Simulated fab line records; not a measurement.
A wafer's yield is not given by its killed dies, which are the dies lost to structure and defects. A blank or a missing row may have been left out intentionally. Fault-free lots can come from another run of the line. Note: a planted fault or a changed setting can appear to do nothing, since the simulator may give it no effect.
fab line records | flow n5_finfet
[record] lots = 6 wafers = 18 last_day = 17
route steps=1938 shown BEOL_M1@839 BEOL_M2@841
lots that met no fault: taken from a fault-free run of the same line
start_h: hours from the record's opening day to when the first of the lot's shown wafers began | wait_h: time in hours since the lot's previous step | " unchanged from the row above | L1.1+2: several wafers, shown together as one row | - value missing, or start not given | * or withheld: withheld | < > ~ a bound
route shown NAME@n: a module of which the file shows steps, and the number in the route of the first | usual: mean/standard deviation of fault-free wafers | same: alike in all rows | chamber/n: place in a boat | sites: per-site readings | _std_site: standard deviation across them | _edge_site: inner sites' mean taken away from outer sites' mean | radius_mm: how far each site lies from the wafer's centre | mask NAME#n: copy n | behind: the tool/chamber that last shaped the wafer | hold: cause of the lot's hold/its duration in hours/its outcome | device: whichever transistor did not switch (one of n, p or np) | end of line: the tests these same wafers got at the end of their route | for a step that has no rows: nothing shown but its recipe | killed: at the first sort, the dies lost to defects and structure; wafer yield is something else | map: a wafer's dies, marking killed ones x, the rest . and places with no die _
set.NAME: the run value of the setting; set.NAME@STEP: its run value at that earlier step | model.NAME: the simulator's own value behind a step, which no gauge read
lots seen at some steps along the route; tables by step, rows by wafer
services: a tool's chamber out of use, with start hour (start_h, from the record's first day; less than 0 if before it), hours out, and reason
[[steps]]
[step N5_BEOL_M1_RS_MEAS_58]
[recipe] thk_meas_gauge = four-point-probe reads = Co_of_BEOL_M1_CO_CAP_55+Cu_of_BEOL_M1_ECD_50+Co_of_BEOL_M1_CVD_47+TaN_of_BEOL_M1_ALD_84
[usual] M1_RS = 0.69/0.037
// columns lot.wafer tool chamber start_h wait_h M1_RS[ohm/sq]
L378.2 film_metro-02 - 156.66 0.1 0.73
L378.4 " - " " 0.69
L378.6 " - " " 0.67
L387.2 film_metro-01 - 210.11 0.1 0.75
L387.5 " - " " 0.68
L387.6 " - " " 0.70
L388.2 film_metro-02 - 220.61 0.1 0.74
L388.3 " - " " 0.72
L388.6 " - " " 0.71
L391.1 film_metro-01 - 233.42 0.0 0.72
L391.3 " - " " 0.74
L391.6 " - " " 0.68
L393.2 film_metro-02 - 242.90 0.1 0.76
L393.3 " - " " 0.75
L393.5 " - " " 0.72
L396.2 film_metro-01 - 263.67 0.1 0.72
L396.3 " - " " 0.75
L396.6 " - " " 0.71
[step N5_BEOL_M1_INSPECT_59]
[recipe] inspect_instrument = darkfield mode = post_dep
[usual] raw_defect_count = 75/21
// columns lot.wafer tool chamber start_h wait_h raw_defect_count
L378.2 defect_inspect-01 - 156.68 0.0 87
L378.4 " - " " 53
L378.6 " - " " 48
L387.2 defect_inspect-01 - 210.14 0.0 67
L387.5 " - " " 62
L387.6 " - " " 76
L388.2 defect_inspect-02 - 220.64 0.0 64
L388.3 " - " " 66
L388.6 " - " " 75
L391.1 defect_inspect-01 - 233.44 0.0 136
L391.3 " - " " 115
L391.6 " - " " 91
L393.2 defect_inspect-02 - 242.92 0.0 51
L393.3 " - " " 47
L393.5 " - " " 59
L396.2 defect_inspect-02 - 263.70 0.0 47
L396.3 " - " " 70
L396.6 " - " " 60
[step N5_BEOL_M2_ILD_DEP_00]
[recipe] material = SiOC target_thk_a = 790 temp_c = 350 precursor = DEMS/O2 pressure_torr = 5 rf_w = 500 time_s = 15.3
[usual] heater_power_w = 499/60 showerhead_plenum_p_Torr = 5.686/0.017 throttle_valve_pct = 11.8/0.66
[same] time_s = 15.3
// columns lot.wafer tool chamber start_h wait_h heater_power_w showerhead_plenum_p_Torr throttle_valve_pct
L378.2 pecvd-03 2 156.72 0.0 610 5.703 10.3
L378.4 " 2 " " 615 5.700 10.6
L378.6 " 1 " " 422 5.700 12.0
L387.2 pecvd-02 0 210.17 0.0 418 5.674 11.6
L387.5 " 1 " " 532 5.675 12.1
L387.6 " 0 " " 423 5.666 11.8
L388.2 pecvd-02 0 220.67 0.0 406 5.682 11.6
L388.3 " 0 " " 401 5.697 11.7
L388.6 " 0 " " 414 5.665 11.7
L391.1 pecvd-01 0 233.48 0.0 495 5.694 12.9
L391.3 " 1 " " 521 5.715 11.3
L391.6 " 0 " " 490 5.693 12.7
L393.2 pecvd-03 1 242.96 0.0 386 5.698 12.1
L393.3 " 0 " " 462 5.696 12.2
L393.5 " 2 " " 648 5.699 10.6
L396.2 pecvd-02 0 263.73 0.0 443 5.673 11.6
L396.3 " 2 " " 471 5.696 11.2
L396.6 " 2 " " 489 5.702 11.3
[step N5_BEOL_M2_THK_MEAS_01]
[recipe] reads = SiOC_of_BEOL_M2_ILD_DEP_00
[usual] M2_ILD_THK = 79.0/0.93
// columns lot.wafer tool chamber start_h wait_h M2_ILD_THK[nm]
L378.2 film_metro-02 - 156.79 0.1 78.1
L378.4 " - " " 79.7
L378.6 " - " " 79.5
L387.2 film_metro-01 - 210.26 0.1 79.0
L387.5 " - " " 79.1
L387.6 " - " " 79.3
L388.2 film_metro-02 - 220.76 0.1 79.2
L388.3 " - " " 79.5
L388.6 " - " " 80.0
L391.1 film_metro-02 - 233.55 0.0 77.8
L391.3 " - " " 78.4
L391.6 " - " " 79.5
L393.2 film_metro-01 - 243.04 0.1 78.4
L393.3 " - " " 79.2
L393.5 " - " " 79.6
L396.2 film_metro-02 - 263.80 0.1 78.4
L396.3 " - " " 79.4
L396.6 " - " " 79.9
[step N5_BEOL_M2_PECVD_72]
[recipe] material = SiO2 target_thk_a = 160 temp_c = 400 precursor = TEOS/O2 pressure_torr = 5.5 rf_w = 450 teos_flow_sccm = 53.8 gas = O2 flow_sccm = 3000 time_s = 18
[usual] heater_power_w = 737/84 showerhead_plenum_p_Torr = 8.75/0.069 throttle_valve_pct = 21.8/1.2
[same] time_s = 18
// columns lot.wafer tool chamber start_h wait_h heater_power_w showerhead_plenum_p_Torr throttle_valve_pct
L378.2 pecvd-01 2 156.82 0.0 793 8.66 20.5
L378.4 " 0 " " 726 8.77 23.5
L378.6 " 1 " " 751 8.81 21.3
L387.2 pecvd-03 2 210.30 0.0 829 8.82 20.2
L387.5 " 2 " " 829 8.81 19.9
L387.6 " 0 " " 732 8.69 22.4
L388.2 pecvd-03 2 220.79 0.0 888 8.81 19.9
L388.3 " 1 " " 581 8.82 22.6
L388.6 " 2 " " 880 8.82 19.7
L391.1 pecvd-03 0 233.59 0.0 719 8.71 22.0
L391.3 " 1 " " 570 8.85 22.3
L391.6 " 0 " " 707 8.69 22.4
L393.2 pecvd-02 1 243.08 0.0 801 8.68 22.2
L393.3 " 0 " " 669 8.71 21.7
L393.5 " 2 " " 663 8.85 20.9
L396.2 pecvd-03 1 263.84 0.0 631 8.84 21.8
L396.3 " 2 " " 768 8.83 19.9
L396.6 " 1 " " 651 8.80 22.1
[step N5_BEOL_M2_HM_DEP_02]
[recipe] material = TiN target_thk_a = 200 temp_c = 25 chamber_pressure_pa = 0.49996
[usual] throttle_valve_pct = 30.1/0.98
// columns lot.wafer tool chamber start_h wait_h throttle_valve_pct
L378.2 pvd_sputter-03 - 158.54 1.7 29.0
L378.4 " - " " 30.2
L378.6 " - " " 30.3
L387.2 pvd_sputter-02 - 210.73 0.4 28.7
L387.5 " - " " 30.6
L387.6 " - " " 30.1
L388.2 pvd_sputter-02 - 221.41 0.6 29.1
L388.3 " - " " 28.8
L388.6 " - " " 30.4
L391.1 pvd_sputter-03 - 234.70 1.1 29.0
L391.3 " - " " 30.0
L391.6 " - " " 29.7
L393.2 pvd_sputter-03 - 244.77 1.7 30.6
L393.3 " - " " 29.1
L393.5 " - " " 30.0
L396.2 pvd_sputter-01 - 264.01 0.2 30.5
L396.3 " - " " 30.3
L396.6 " - " " 30.1
[step N5_BEOL_M2_COAT_61]
[recipe] resist = SOC temp_c = 250 time_s = 60 spin_rpm = 1500 resist_thk_nm = 60
[step N5_BEOL_M2_COAT_62]
[recipe] resist = SiARC temp_c = 220 time_s = 60 spin_rpm = 1500 resist_thk_nm = 12
[step N5_BEOL_M2_COAT_73]
[recipe] resist = underlayer temp_c = 205 time_s = 60 spin_rpm = 1500 resist_thk_nm = 5
[step N5_BEOL_M2_COAT_05]
[recipe] resist = CAR-EUV spin_rpm = 1500 resist_thk_nm = 30
[step N5_BEOL_M2_EBR_07]
[recipe] solvent = PGMEA ebr_width_mm = 1.5
[step N5_BEOL_M2_SOFTBAKE_06]
[recipe] temp_c = 110 time_s = 60 resist = CAR-EUV
[step N5_BEOL_M2_EXPOSE_08]
[recipe] mask_id = M2 na = 0.33 source_shape = dipole sigma_inner = 0.369 sigma_outer = 0.767 polarization = unpolarized dose_mj = 41.25
[usual] dipole_opening_deg = 79.7/0 exposure_dose_mJ_cm2 = 41.16/0.037
// columns lot.wafer tool chamber start_h wait_h mask dipole_opening_deg exposure_dose_mJ_cm2
L378.2 euv_scanner-01 0 158.94 - M2#0 79.7 41.18
L378.4 " 0 " " M2#0 79.7 41.17
L378.6 " 0 " " M2#0 79.7 41.18
L387.2 euv_scanner-02 - 211.00 - M2#0 - -
L387.5 " - " " M2#0 - -
L387.6 " - " " M2#0 - -
L388.2 euv_scanner-02 - 221.68 - M2#0 - -
L388.3 " - " " M2#0 - -
L388.6 " - " " M2#0 - -
L391.1 euv_scanner-02 0 234.96 - M2#0 79.7 41.17
L391.3 " 0 " " M2#0 79.7 41.14
L391.6 " 0 " " M2#0 79.7 41.14
L393.2 euv_scanner-02 0 245.17 - M2#0 79.7 41.12
L393.3 " 0 " " M2#0 79.7 41.14
L393.5 " 0 " " M2#0 79.7 41.12
L396.2 euv_scanner-02 0 264.28 - M2#0 79.7 41.09
L396.3 " 0 " " M2#0 79.7 41.16
L396.6 " 0 " " M2#0 79.7 41.14
[step N5_BEOL_M2_PEB_09]
[recipe] peb_temp_c = 100 peb_time_s = 60 resist = CAR-EUV
[[services]]
// columns tool chamber start_h hours kind
pvd_sputter-03 - 136.53 4.5 repair
euv_scanner-02 - 140.45 1.0 pm
pecvd-02 - 146.03 14.6 pm
euv_scanner-01 - 163.06 1.0 pm
pecvd-02 2 170.10 5.5 scheduled_down
pecvd-01 1 171.12 15.5 repair
pecvd-02 1 181.32 2.1 scheduled_down
euv_scanner-02 0 182.37 - calibration
pecvd-03 - 191.07 6.0 pm
euv_scanner-02 - 196.60 1.0 pm
euv_scanner-02 - 201.21 0.3 repair
pecvd-01 - 202.24 14.6 pm
euv_scanner-02 - 204.10 0.3 repair
euv_scanner-01 - 204.61 4.6 pm
pecvd-02 2 209.74 - clean
pecvd-02 2 209.74 - consumable_replace:showerhead
euv_scanner-02 - 211.08 0.7 repair
euv_scanner-01 - 219.21 1.0 pm
euv_scanner-02 - 228.79 0.1 repair
pecvd-01 - 229.03 2.8 pm
pecvd-03 - 237.63 2.8 pm
pecvd-03 - 242.42 0.2 repair
pecvd-01 - 249.04 1.0 repair
euv_scanner-01 - 250.33 40.3 repair
[[key]]
[first_sign] step = N5_BEOL_M2_EXPOSE_08 reading = tool_record direction = missing
effect none on later readings
met_at N5_BEOL_M2_EXPOSE_08
struck_wafers L387.2,L387.5,L387.6,L388.2,L388.3,L388.6
later_rows_left_out L387.2,L387.5,L387.6,L388.2,L388.3,L388.6
sort_left_out L387.2,L387.5,L387.6,L388.2,L388.3,L388.6
[fault] kind = skipped_step_whole tool = euv_scanner-02 chamber = - onset_h = 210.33 steps = N5_BEOL_M2_EXPOSE_08 scope = struck_lots_only
// sort_left_out: the simulated sort isn't trusted on such a fault, so these wafers' sort isn't shown, and their yield isn't known
// later_rows_left_out: the simulator's readings of these wafers behind a module that went badly wrong aren't trusted and aren't shown, but for the sort
